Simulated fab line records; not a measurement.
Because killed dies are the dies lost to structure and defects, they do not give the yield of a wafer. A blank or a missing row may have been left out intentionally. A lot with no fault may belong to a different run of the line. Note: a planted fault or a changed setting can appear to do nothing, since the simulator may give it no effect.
Struck lot and sound lot, side by side | flow n5Finfet | 15 steps out of a route of 1938
Sound: these wafers, L344.4, L344.5, L344.6. Struck: wafer L352.3 (left out: L352.1, L352.4 of the same lot, which were not struck); the cause appears at the end.
Each step with rows lists, per side, the tool, then ch with its chambers, then its first start. Under that, the readings that differ: sound wafers | struck wafers | difference of the means | sigmas: that difference in standard deviations of wafers without a fault.
alike: same words and numbers on both sides, and readings whose means sit less than 2 such deviations apart. not compared: any withheld reading, any reading some wafer has no value for, any bound like >300 that may hide the same value, and any number with overlapping values for which the record gives no deviation.
The two part at a step that has a row with sigmas, a row that says differs or no value, or rows on one side only. Numbers that have no deviation but don't overlap get no sigmas and don't part them. A reading missing from all wafers of one side parts the sides only when that side holds two or more wafers.

N5_BEOL_M6_STRIP_80: strips in N2/H2, time 10 s.
  sound: rieDiel-02 ch 0,2,3; struck: rieDiel-01 ch 0
  alike: drypumpMotorCurrentA, oesProductAu, rfVppV, showerheadPlenumPTorr, throttleValvePct
  not compared: rfHoursCounterH
N5_BEOL_M6_OCD_MEAS_38:
  sound on ocd-01 at day 8 23:24; struck on ocd-01 at day 11 18:12
  alike: trenchDepthNm
then, 4 steps without rows for these wafers: N5_BEOL_M6_HM_STRIP_39 (strips TiN in peroxide tin strip, target depth 25 nm, time 158 s); N5_BEOL_M6_SRD_40 (time 30 s); N5_BEOL_M6_PRECLEAN_42 (cleans in residue remover, time 60 s); N5_BEOL_M6_SRD_43 (time 30 s).
N5_BEOL_M6_CD_MEAS_35: target cd 40 nm, target cd y 28 nm.
  sound on cdSem-01 at day 8 23:33; struck on cdSem-03 at day 11 18:21
  alike: cdNm
then, 2 steps without rows for these wafers: N5_BEOL_M6_CURE_75 (cures SiCOH lowk, time 120 s); N5_BEOL_M6_DEGAS_44 (time 60 s).
N5_BEOL_M6_PRE_CLEAN_45: time 30 s.
  sound on pvdSputter-03 at day 8 23:58; struck on pvdSputter-02 at day 11 18:58
  alike: heaterPowerW
N5_BEOL_M6_ALD_77: deposits TaN, target thk 2 nm, pulse time 2 s, purge time 3 s.
  sound on aldMetal-04 ch 1,2, day 9 00:01; struck on aldMetal-04 ch 1, day 11 19:02
  alike: heaterPowerW
  not compared: sinceWetCleanH
N5_BEOL_M6_SURFACE_TREAT_79:
  sound on pvdSputter-02 at day 9 00:32; struck on pvdSputter-03 at day 11 19:20
  not compared: throttleValvePct
N5_BEOL_M6_CVD_78: deposits Co from CCTBA/H2, target thk 2 nm, time 142.3 s.
  sound on cvdCo-01 ch 0,1,2, day 9 00:56; struck on cvdCo-01 ch 2, day 11 19:32
reading            | sound             | struck | difference                   | sigmas
runLengthS (s)     | 165.7 165.2 165.4 | 130.7  | -34.7                        | -99 or more
sinceWetCleanH (h) | - - -             | 560    | no value on the sound wafers | 
N5_BEOL_M6_SPUTTER_48: material Cu, target thk 10 nm, time 1.667 s.
  sound on pvdSputter-02 at day 9 02:37; struck on pvdSputter-03 at day 11 20:16
  alike: throttleValvePct
-- here the record skips 3 days between the struck wafers' starts before and after, leaving off in module BEOL_M6 and picking up in module PASSIVATION (first step shown: number 1936 of the route) --
N5_PASSIVATION_PROBE_49:
  sound on prober-02 at day 12 15:40; struck on prober-01 at day 15 07:58
reading          | sound    | struck | difference | sigmas
killedAtFrontEnd | 62 34 45 | 14     | -33        | -3
  alike: defectLimitedYield, killed_at_M0_to_M3, killed_at_M4_up, killedAtContacts, killedAtOther, killedDies, killedOnRim, killedOpen, killedShort, sort_bin_5_function, sort_bin_6_memory, sortNPass, sortYieldPct

== WHERE THEY PART ==
At N5_BEOL_M6_CVD_78 first; at N5_PASSIVATION_PROBE_49 last (within this record only).

WHY: the cause the simulator had injected
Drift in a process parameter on cvdCo-01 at N5_BEOL_M6_CVD_78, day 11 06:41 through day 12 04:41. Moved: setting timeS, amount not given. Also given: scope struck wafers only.
